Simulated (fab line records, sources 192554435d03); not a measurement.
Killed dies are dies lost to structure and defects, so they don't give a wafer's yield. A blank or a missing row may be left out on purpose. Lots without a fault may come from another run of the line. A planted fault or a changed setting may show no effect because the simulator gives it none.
Split-lot experiment | flow n5_finfet | 7 lots, 21 wafers read, on a route of 1938 steps

THE SPLIT
At N5_BEOL_M0_SAQP_PECVD_04 (deposits a-Si from SiH4/He, target thk 60 nm, time 60.2 s), the setting time_s was moved away from the recipe's 60.2 s on 7 of the 21 wafers read, by +4.2% to +11.7%. The other wafers ran this setting at the recipe's value.

FROM THE SPLIT TO THE READING: what the file shows between them, 8 steps
- N5_BEOL_M0_SAQP_THK_MEAS_05
- N5_BEOL_M0_SAQP_HM_DEP_111: deposits SiO2 from SiH4/N2O, target thk 12 nm, time 7.2 s (also split here: time_s)
- N5_BEOL_M0_SAQP_COAT_81: time 60 s, resist thk 100 nm
- N5_BEOL_M0_SAQP_COAT_82: time 60 s, resist thk 30 nm
- N5_BEOL_M0_SAQP_ETCH_84: etches SOC in N2/H2, target depth 100 nm, overetch 20 nm, time 150 s
- N5_BEOL_M0_SAQP_STRIP_80: strips in N2/H2
- N5_BEOL_M0_SAQP_HM_OPEN_112: chemistry CHF3/O2, target SiO2, stops on a-Si, target depth 12 nm, time 13.5 s
- N5_BEOL_M0_SAQP_STRIP_113: strips in CHF3/O2

THE READING
etch.depth_nm (the simulator's own value, which no gauge read), in nm, at N5_BEOL_M0_SAQP_MANDREL_ETCH_20 (etches a-Si in HBr/Cl2, stops on SiNx, target depth 60 nm, bt time 10 s, time 30 s). The file gives no usual value for it. The 14 wafers here that ran the recipe average 59.87 nm, standard deviation 0.66 nm.

wafer  | tool, chamber at the split | time_s as run, s | against the recipe | etch.depth_nm, nm | against lot-mates on the recipe
L077.2 | pecvd-04, 2,0              | 60.2             | recipe             | 59.42             | -
L077.3 | pecvd-04, 2,0              | 60.2             | recipe             | 59.39             | -
L077.6 | pecvd-04, 1                | 60.2             | recipe             | 61.42             | -
L081.1 | pecvd-03, 2                | 60.2             | recipe             | 59.98             | -
L081.4 | pecvd-03, 2                | 60.2             | recipe             | 60.36             | -
L081.5 | pecvd-03, 1                | 60.2             | recipe             | 60.47             | -
L082.1 | pecvd-03, 1                | 60.2             | recipe             | 59.5              | -
L082.5 | pecvd-03, 2                | 63.77            | +5.9%              | 64.17             | +4.67
L082.6 | pecvd-03, 1                | 63.77            | +5.9%              | 63.8              | +4.30
L087.1 | pecvd-04, 0                | 60.2             | recipe             | 59.06             | -
L087.4 | pecvd-04, 1                | 64.58            | +7.3%              | 63.7              | +4.15
L087.5 | pecvd-04, 0                | 60.2             | recipe             | 60.04             | -
L089.1 | pecvd-03, 0                | 60.2             | recipe             | 58.89             | -
L089.3 | pecvd-03, 1                | 60.2             | recipe             | 59.59             | -
L089.5 | pecvd-03, 0                | 60.2             | recipe             | 59.76             | -
L091.1 | pecvd-03, 1                | 62.72            | +4.2%              | 62.19             | +2.58
L091.2 | pecvd-03, 0                | 62.72            | +4.2%              | 60.92             | +1.31
L091.6 | pecvd-03, 0                | 60.2             | recipe             | 59.61             | -
L096.1 | pecvd-03, 0                | 67.23            | +11.7%             | 65.57             | +4.91
L096.4 | pecvd-03, 2                | 67.23            | +11.7%             | 67.38             | +6.72
L096.5 | pecvd-03, 1                | 60.2             | recipe             | 60.66             | -
Where a row lists several chambers, the file gives one row for several wafers and doesn't say which wafer went through which chamber.

THE FIT
A straight line over all 21 wafers: etch.depth_nm changes by +0.571 nm for each +1% of time_s; r = +0.95; the points scatter about the line by 0.75 nm.
The same after taking each lot's own level away (the mean of its wafers on the recipe; 21 wafers): +0.54 nm for each +1%; r = +0.95; scatter 0.73 nm.
On that fit, the largest move of time_s shifts the reading by 6.3 nm.
The lots' own levels span 59.413 to 60.660 nm, that is 1.9 times the standard deviation above.
So the lot-to-lot level changes the slope little: the two slopes agree.
Check: with one of the wafers moved furthest among these (+11.7%) left out of the fit, the line predicts +7.06 nm for it against its lot-mates. It came out at +4.91 nm against them.

OTHER SPLITS ON THESE WAFERS
These wafers also went through other splits before the reading. Each is held against what the fit with the lots' levels taken away leaves over:
other split on the same wafers    | wafers away from the commonest value | r with etch.depth_nm (lot level and that fit taken away)
N5_BEOL_M0_SAQP_HM_DEP_111 time_s | 6                                    | +0.36

THE WHOLE CHAIN: every reading that the file lists as answering this split, in the file's order
step                            | what it does                                                                       | reading                                                                               | change (the file's fit)               | r (the file's)
N5_BEOL_M0_SAQP_PECVD_04        | deposits a-Si from SiH4/He, target thk 60 nm, time 60.2 s                          | a-Si_of_BEOL_M0_SAQP_PECVD_04.thk_nm (the simulator's own value, which no gauge read) | +0.561 nm for each +1% of the setting | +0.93
N5_BEOL_M0_SAQP_THK_MEAS_05     |                                                                                    | thk_nm                                                                                | withheld for each +1% of the setting  | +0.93
N5_BEOL_M0_SAQP_MANDREL_ETCH_20 | etches a-Si in HBr/Cl2, stops on SiNx, target depth 60 nm, bt time 10 s, time 30 s | etch.depth_nm (the simulator's own value, which no gauge read)                        | +0.549 nm for each +1% of the setting | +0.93

THE FILE'S OWN FIT
etch.depth_nm changes by +0.549 nm for each +1% of time_s, r = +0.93.
